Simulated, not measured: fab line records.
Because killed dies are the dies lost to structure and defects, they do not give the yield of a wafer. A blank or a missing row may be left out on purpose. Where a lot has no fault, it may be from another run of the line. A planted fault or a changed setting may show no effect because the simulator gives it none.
Chamber matching :: flow nand_harc :: rie_diel-11 running NHARC_A_BONDPAD_STRIP_15: 4 sister chambers
The step strips in O2. 22 wafers are shown with their chamber, then 11 later ones without.

WAFERS PAIRED WITH THEIR CHAMBERS
wafer: L076.3
chamber: 2
showerhead_plenum_p_Torr (Torr): 3.41
drypump_motor_current_A (A): 5.6
rf_vpp_V (V): 58.3

wafer: L076.4
chamber: 1
showerhead_plenum_p_Torr (Torr): 3.32
drypump_motor_current_A (A): 5.3
rf_vpp_V (V): 56.4

wafer: L076.6
chamber: 1
showerhead_plenum_p_Torr (Torr): 3.32
drypump_motor_current_A (A): 5.3
rf_vpp_V (V): 57.0

wafer: L079.3
chamber: 1
showerhead_plenum_p_Torr (Torr): 3.32
drypump_motor_current_A (A): 5.3
rf_vpp_V (V): 56.3

wafer: L079.4
chamber: 0
showerhead_plenum_p_Torr (Torr): 3.53
drypump_motor_current_A (A): 6.2
rf_vpp_V (V): 57.3

wafer: L079.5
chamber: 1
showerhead_plenum_p_Torr (Torr): 3.32
drypump_motor_current_A (A): 5.3
rf_vpp_V (V): 56.0

wafer: L084.1
chamber: 1
showerhead_plenum_p_Torr (Torr): 3.32
drypump_motor_current_A (A): 5.3
rf_vpp_V (V): 58.7

wafer: L084.5
chamber: 2
showerhead_plenum_p_Torr (Torr): 3.40
drypump_motor_current_A (A): 5.5
rf_vpp_V (V): 56.0

wafer: L084.6
chamber: 1
showerhead_plenum_p_Torr (Torr): 3.32
drypump_motor_current_A (A): 5.3
rf_vpp_V (V): 56.6

wafer: L085.3
chamber: 1
showerhead_plenum_p_Torr (Torr): 3.32
drypump_motor_current_A (A): 5.3
rf_vpp_V (V): 56.7

wafer: L085.5
chamber: 1
showerhead_plenum_p_Torr (Torr): 3.32
drypump_motor_current_A (A): 5.3
rf_vpp_V (V): 56.1

wafer: L085.6
chamber: 0
showerhead_plenum_p_Torr (Torr): 3.53
drypump_motor_current_A (A): 6.2
rf_vpp_V (V): 57.5

wafer: L087.1
chamber: 0
showerhead_plenum_p_Torr (Torr): 3.53
drypump_motor_current_A (A): 6.2
rf_vpp_V (V): 56.7

wafer: L087.5
chamber: 0
showerhead_plenum_p_Torr (Torr): 3.53
drypump_motor_current_A (A): 6.2
rf_vpp_V (V): 57.7

wafer: L087.6
chamber: 1
showerhead_plenum_p_Torr (Torr): 3.32
drypump_motor_current_A (A): 5.3
rf_vpp_V (V): 56.9

wafer: L090.2
chamber: 3
showerhead_plenum_p_Torr (Torr): 3.69
drypump_motor_current_A (A): 5.8
rf_vpp_V (V): 59.5

wafer: L090.3
chamber: 0
showerhead_plenum_p_Torr (Torr): 3.53
drypump_motor_current_A (A): 6.2
rf_vpp_V (V): 57.2

wafer: L090.4
chamber: 1
showerhead_plenum_p_Torr (Torr): 3.32
drypump_motor_current_A (A): 5.3
rf_vpp_V (V): 56.7

wafer: L092.1
chamber: 2
showerhead_plenum_p_Torr (Torr): 3.40
drypump_motor_current_A (A): 5.6
rf_vpp_V (V): 55.5

wafer: L092.2
chamber: 0
showerhead_plenum_p_Torr (Torr): 3.53
drypump_motor_current_A (A): 6.2
rf_vpp_V (V): 58.6

wafer: L092.5
chamber: 1
showerhead_plenum_p_Torr (Torr): 3.32
drypump_motor_current_A (A): 5.3
rf_vpp_V (V): 57.8

wafer: L091.2
chamber: 2
showerhead_plenum_p_Torr (Torr): 3.40
drypump_motor_current_A (A): 5.6
rf_vpp_V (V): 57.7

SIGNATURES (averages over the wafers above)
reading: showerhead_plenum_p_Torr
chamber 0: 3.5300
chamber 1: 3.3200
chamber 2: 3.4025
chamber 3: 3.6900
scatter within a chamber: 0.00204

reading: drypump_motor_current_A
chamber 0: 6.200
chamber 1: 5.300
chamber 2: 5.575
chamber 3: 5.800
scatter within a chamber: 0.0204

reading: rf_vpp_V
chamber 0: 57.500
chamber 1: 56.836
chamber 2: 56.875
chamber 3: 59.500
scatter within a chamber: 0.87
Rule: for each reading, subtract the chamber's mean from the wafer's reading, divide by that reading's scatter and square the result; add these up over the readings and take the root, which gives the wafer's distance from the chamber. If the next closest chamber is less than 2 further off than the closest, the wafer can't be placed; otherwise it belongs to the closest. The scatter: take each reading less its chamber's mean, square it, sum over the shown wafers, divide by the number of wafers less the number of chambers, and take the root.

WAFERS WHOSE CHAMBER IS MISSING
wafer: L091.5
showerhead_plenum_p_Torr (Torr): 3.40
drypump_motor_current_A (A): 5.6
rf_vpp_V (V): 58.3

wafer: L091.6
showerhead_plenum_p_Torr (Torr): 3.69
drypump_motor_current_A (A): 5.8
rf_vpp_V (V): 58.8

wafer: L094.3
showerhead_plenum_p_Torr (Torr): 3.32
drypump_motor_current_A (A): 5.3
rf_vpp_V (V): 56.8

wafer: L094.4
showerhead_plenum_p_Torr (Torr): 3.53
drypump_motor_current_A (A): 6.2
rf_vpp_V (V): 57.2

wafer: L094.6
showerhead_plenum_p_Torr (Torr): 3.40
drypump_motor_current_A (A): 5.6
rf_vpp_V (V): 56.6

wafer: L095.3
showerhead_plenum_p_Torr (Torr): 3.53
drypump_motor_current_A (A): 6.2
rf_vpp_V (V): 58.5

wafer: L095.5
showerhead_plenum_p_Torr (Torr): 3.53
drypump_motor_current_A (A): 6.2
rf_vpp_V (V): 57.5

wafer: L095.6
showerhead_plenum_p_Torr (Torr): 3.69
drypump_motor_current_A (A): 5.8
rf_vpp_V (V): 57.1

wafer: L096.1
showerhead_plenum_p_Torr (Torr): 3.53
drypump_motor_current_A (A): 6.2
rf_vpp_V (V): 58.2

wafer: L096.2
showerhead_plenum_p_Torr (Torr): 3.69
drypump_motor_current_A (A): 5.8
rf_vpp_V (V): 58.1

wafer: L096.5
showerhead_plenum_p_Torr (Torr): 3.53
drypump_motor_current_A (A): 6.2
rf_vpp_V (V): 58.2

WHICH CHAMBER EACH WENT THROUGH
wafer: L091.5
from the rows above: 2
in truth: 2

wafer: L091.6
from the rows above: 3
in truth: 3

wafer: L094.3
from the rows above: 1
in truth: 1

wafer: L094.4
from the rows above: 0
in truth: 0

wafer: L094.6
from the rows above: 2
in truth: 2

wafer: L095.3
from the rows above: 0
in truth: 0

wafer: L095.5
from the rows above: 0
in truth: 0

wafer: L095.6
from the rows above: 3
in truth: 3

wafer: L096.1
from the rows above: 0
in truth: 0

wafer: L096.2
from the rows above: 3
in truth: 3

wafer: L096.5
from the rows above: 0
in truth: 0
11 of 11 placed correctly. Can't be placed from these rows: 0. Number placed wrongly: 0.
